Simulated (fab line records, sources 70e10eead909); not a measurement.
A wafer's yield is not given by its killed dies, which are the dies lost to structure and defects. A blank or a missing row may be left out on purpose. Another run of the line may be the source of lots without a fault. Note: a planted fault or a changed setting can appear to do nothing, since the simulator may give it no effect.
Which of the tools did it?	flow nand-harc	33 wafers from 11 lots sampled at 6 of the route's 1302 steps

WHAT THE GAUGES SHOWED, per wafer
NHARC_P_START_INSPECT_01. Usual: 3.6 for raw-defect-count, sd 1.9.
lot	measured	on	raw-defect-count	flag
L538	day 1 20:02	defect-inspect-01	3 3 6	
L543	day 3 22:02	defect-inspect-01	9 2 3	
L544	day 4 08:02	defect-inspect-01	2 6 7	
L545	day 4 18:02	defect-inspect-01	4 5 3	
L548	day 6 00:02	defect-inspect-02	4 4 2	
L549	day 6 10:02	defect-inspect-02	5 3 6	
L550	day 6 20:02	defect-inspect-02	7 1 4	
L551	day 7 06:03	defect-inspect-01	5 5 3	
L554	day 8 12:02	defect-inspect-01	6 6 5	
L557	day 9 18:02	defect-inspect-02	0 4 3	
L559	day 10 14:02	defect-inspect-01	2 3 2	

NHARC_P_ZERO_WELL_CD_MEAS_24: the cd target is 720 nm. Usual: 719.3 nm for cd-nm, sd 2.2.
lot	measured	on	cd-nm (nm)	flag
L538	day 1 22:28	cd-sem-01	719.5 717.7 719.9	
L543	day 4 00:34	cd-sem-02	718.1 716.4 717.7	
L544	day 4 10:35	cd-sem-01	719.3 719.4 720.5	
L545	day 4 20:28	cd-sem-01	716.2 713.6 719.5	
L548	day 6 02:28	cd-sem-02	732.8 731.4 730.3	OFF
L549	day 6 12:20	cd-sem-03	727.5 726.8 728.1	OFF
L550	day 6 22:29	cd-sem-03	728.9 728.5 727.2	OFF
L551	day 7 08:32	cd-sem-01	730.2 728.5 725.6	OFF
L554	day 8 14:31	cd-sem-01	723.6 722.2 720.5	
L557	day 9 20:20	cd-sem-01	719.3 716.9 718.7	
L559	day 10 16:27	cd-sem-02	719.5 719.5 718.3	

NHARC_END_SORT_01. Usual: killed-at-array 52, standard deviation 16; killed-at-other 0.8, standard deviation 0.98; killed-at-periphery 4.2, standard deviation 2.9; killed-dies 57, standard deviation 16; killed-open 3.3, standard deviation 1.9; killed-short 2.5, standard deviation 1.5.
lot	measured	on	killed-at-array	killed-at-other	killed-at-periphery	killed-dies	killed-open	killed-short	flag
L550	day 28 19:52	prober-01	37 46 31	1 0 0	5 1 2	43 47 33	6 4 5	4 3 1	

EACH LOT AND THE TOOL THAT RAN IT (in order: tool; ch and the chambers of the sampled wafers; start)
lot	NHARC_P_ZERO_WELL_DESCUM_13	NHARC_P_ZERO_WELL_ETCH_62	NHARC_P_ZERO_WELL_EXPOSE_21
L538	rie-diel-10 ch 1,2, day 1 21:17	rie-diel-10 ch 0,1, day 1 22:19 or earlier	krf-scanner-04 ch 0, day 1 22:19
L543	rie-diel-04 ch 0,2, day 3 23:24	rie-diel-04 ch 0,1,2, day 4 00:24 or earlier	krf-scanner-04 ch 0, day 4 00:24
L544	rie-diel-04 ch 0,2,3, day 4 09:25	rie-diel-04 ch 0,1,3, day 4 10:26 or earlier	krf-scanner-01 ch 0, day 4 10:26
L545	rie-diel-10 ch 0,1,3, day 4 19:17	rie-diel-10 ch 0,1,3, day 4 20:19 or earlier	krf-scanner-04 ch 0, day 4 20:19
L548	rie-diel-10 ch 0,1,2, day 6 01:24	rie-diel-10 ch 0,1,2, day 6 02:19 or earlier	krf-scanner-04 ch 0, day 6 02:19
L549	rie-diel-10 ch 2,3, day 6 11:16	rie-diel-10 ch 0,1,3, day 6 12:11 or earlier	krf-scanner-04 ch 0, day 6 12:11
L550	rie-diel-04 ch 1,3, day 6 21:25	rie-diel-04 ch 1,2, day 6 22:19 or earlier	krf-scanner-04 ch 0, day 6 22:19
L551	rie-diel-13 ch 0,3, day 7 07:21	rie-diel-13 ch 1,2,3, day 7 08:23 or earlier	krf-scanner-04 ch 0, day 7 08:23
L554	rie-diel-13 ch 0,1,3, day 8 13:25	rie-diel-13 ch 0,1,2, day 8 14:21 or earlier	krf-scanner-02 ch 0, day 8 14:21
L557	rie-diel-13 ch 0,2,3, day 9 19:17	rie-diel-13 ch 0,2,3, day 9 20:11 or earlier	krf-scanner-01 ch 0, day 9 20:11
L559	rie-diel-13 ch 1,2,3, day 10 15:16	rie-diel-13 ch 0,1,2, day 10 16:18 or earlier	krf-scanner-02 ch 0, day 10 16:18
- NHARC_P_ZERO_WELL_DESCUM_13: chemistry O2, time 3 s.
- NHARC_P_ZERO_WELL_ETCH_62: etches the open film in CHF3/Ar, target depth 13 nm, time 6.5 s.
- NHARC_P_ZERO_WELL_EXPOSE_21: exposes mask P NWELL, target cd 720 nm.

AS READ BY THE TOOLS THEMSELVES (means over the sampled wafers that have a number; for cases with no such wafer, the mark the record gives instead)
NHARC_P_ZERO_WELL_DESCUM_13. Usual: drypump-motor-current-A is 5.7 A with standard deviation 0.6, mfc-ar-sccm is 0.007 sccm with standard deviation 0.011, o2-flow-sccm is 199.9 sccm with standard deviation 0.66, oes-product-au is 1.000 a.u. with standard deviation 0.014, rf-vpp-V is 57.9 V with standard deviation 0.91, showerhead-plenum-p-Torr is 1.92 Torr with standard deviation 0.073, and throttle-valve-pct is 11.311 % with standard deviation 0.0094.
lot	tool	drypump-motor-current-A (A)	mfc-ar-sccm (sccm)	o2-flow-sccm (sccm)	oes-product-au (a.u.)	rf-vpp-V (V)	showerhead-plenum-p-Torr (Torr)	throttle-valve-pct (%)	flag
L538	rie-diel-10	5.9	0.003	200.0	1.005	57.9	1.85	11.319	
L543	rie-diel-04	5.8	0.027	200.3	1.007	58.5	2.06	11.313	
L544	rie-diel-04	5.7	0.019	200.1	0.996	59.0	2.01	11.315	
L545	rie-diel-10	5.6	0.009	200.7	1.010	58.1	1.92	11.303	
L548	rie-diel-10	5.9	0.009	199.6	1.000	57.9	1.89	11.304	
L549	rie-diel-10	5.6	0.000	199.0	1.011	58.2	1.85	11.310	
L550	rie-diel-04	5.2	0.001	198.8	1.005	58.6	1.91	11.306	
L551	rie-diel-13	6.4	0.000	199.9	0.986	57.4	1.91	11.326	
L554	rie-diel-13	6.1	0.000	199.8	1.003	58.5	1.90	11.308	
L557	rie-diel-13	5.9	0.000	200.9	0.994	57.5	1.86	11.311	
L559	rie-diel-13	5.8	0.000	200.1	0.993	57.5	1.89	11.307	

NHARC_P_ZERO_WELL_ETCH_62. Usual: drypump-motor-current-A 5.6 A, standard deviation 0.61; mfc-ar-sccm 200.0 sccm, standard deviation 0.54; oes-product-au 0.959 a.u., standard deviation 0.021; rf-vpp-V 370.6 V, standard deviation 2.1; showerhead-plenum-p-Torr 2.35 Torr, standard deviation 0.085; throttle-valve-pct 20.216 %, standard deviation 0.0097.
lot	tool	drypump-motor-current-A (A)	mfc-ar-sccm (sccm)	oes-product-au (a.u.)	rf-vpp-V (V)	showerhead-plenum-p-Torr (Torr)	throttle-valve-pct (%)	flag
L538	rie-diel-10	5.9	200.0	0.919	371.1	2.38	20.213	
L543	rie-diel-04	5.3	201.1	0.957	373.6	2.45	20.213	
L544	rie-diel-04	5.2	199.8	0.975	372.0	2.39	20.220	
L545	rie-diel-10	5.6	200.0	0.965	370.8	2.35	20.222	
L548	rie-diel-10	5.9	199.8	0.963	369.5	2.31	20.207	
L549	rie-diel-10	5.6	199.8	0.978	369.9	2.34	20.219	
L550	rie-diel-04	5.3	199.7	0.977	372.3	2.40	20.225	
L551	rie-diel-13	5.8	199.7	0.942	370.7	2.33	20.224	
L554	rie-diel-13	5.6	200.1	0.953	369.1	2.28	20.213	
L557	rie-diel-13	5.9	199.8	0.971	369.0	2.29	20.218	
L559	rie-diel-13	5.5	199.7	0.960	368.4	2.28	20.214	

NHARC_P_ZERO_WELL_EXPOSE_21. Usual: exposure-dose-mJ-cm2 22.309, standard deviation 0.023; focus-offset-nm -0.1 nm, standard deviation 0.45.
lot	tool	exposure-dose-mJ-cm2	focus-offset-nm (nm)	flag
L538	krf-scanner-04	22.314	-0.8	
L543	krf-scanner-04	22.334	-0.2	
L544	krf-scanner-01	22.327	0.4	
L545	krf-scanner-04	22.293	0.1	
L548	krf-scanner-04	23.367	-0.0	OFF
L549	krf-scanner-04	23.342	-0.0	OFF
L550	krf-scanner-04	23.357	0.4	OFF
L551	krf-scanner-04	23.365	0.2	OFF
L554	krf-scanner-02	22.310	-0.1	
L557	krf-scanner-01	22.307	-0.7	
L559	krf-scanner-02	22.300	-0.0	

THE ANSWER, worked out from the rows above alone
Rule: a lot counts as off when the mean over its wafers that have a number is more than 3 standard deviations away from the usual mean. A lot without any number at a reading at which 4 lots or more have one is off too. Where the step has rows for the other lots, those lots are counted as sound. The gauges are gone through in route order, then the tools' own readings, and for those a lot's mean is taken as printed above. At the first step where some lot is off, the reading lying furthest off is the one used; lots without a number count as furthest.
Off at NHARC_P_ZERO_WELL_CD_MEAS_24 (cd-nm): L548, L549, L550, L551.
If a tool, at a process step before that reading, ran all the lots that are off and no sound lot after the first of them, it fits. Not tried: the gauges at NHARC_P_ZERO_WELL_CD_MEAS_24; whatever is off there is also off at NHARC_P_ZERO_WELL_EXPOSE_21, on other tools, and gauge error can't account for it. NHARC_P_ZERO_WELL_ETCH_62 gives no start for some lots, so the hours and the order of its lots are those of NHARC_P_ZERO_WELL_EXPOSE_21. One fits: NHARC_P_ZERO_WELL_EXPOSE_21 on krf-scanner-04. Its last sound lot is L545 (day 4 20:19), its first lot that is off L548 (day 6 02:19): a fault that began between those two fits.
The tool's own readings at NHARC_P_ZERO_WELL_EXPOSE_21 bear it out: on the lots that are off they differ by more than 5 times the standard deviation of the sound lots' means. exposure-dose-mJ-cm2 reads 23.358 there against 22.312 on the sound lots.

WHAT HAD BEEN PUT IN BY THE SIMULATOR
Process parameter drift: krf-scanner-04, from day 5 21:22 on, at NHARC_P_ZERO_WELL_EXPOSE_21. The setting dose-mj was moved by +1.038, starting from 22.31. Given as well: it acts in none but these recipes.
Struck lots among those shown: L548, L549, L550, L551. The rule above reached the same finding.
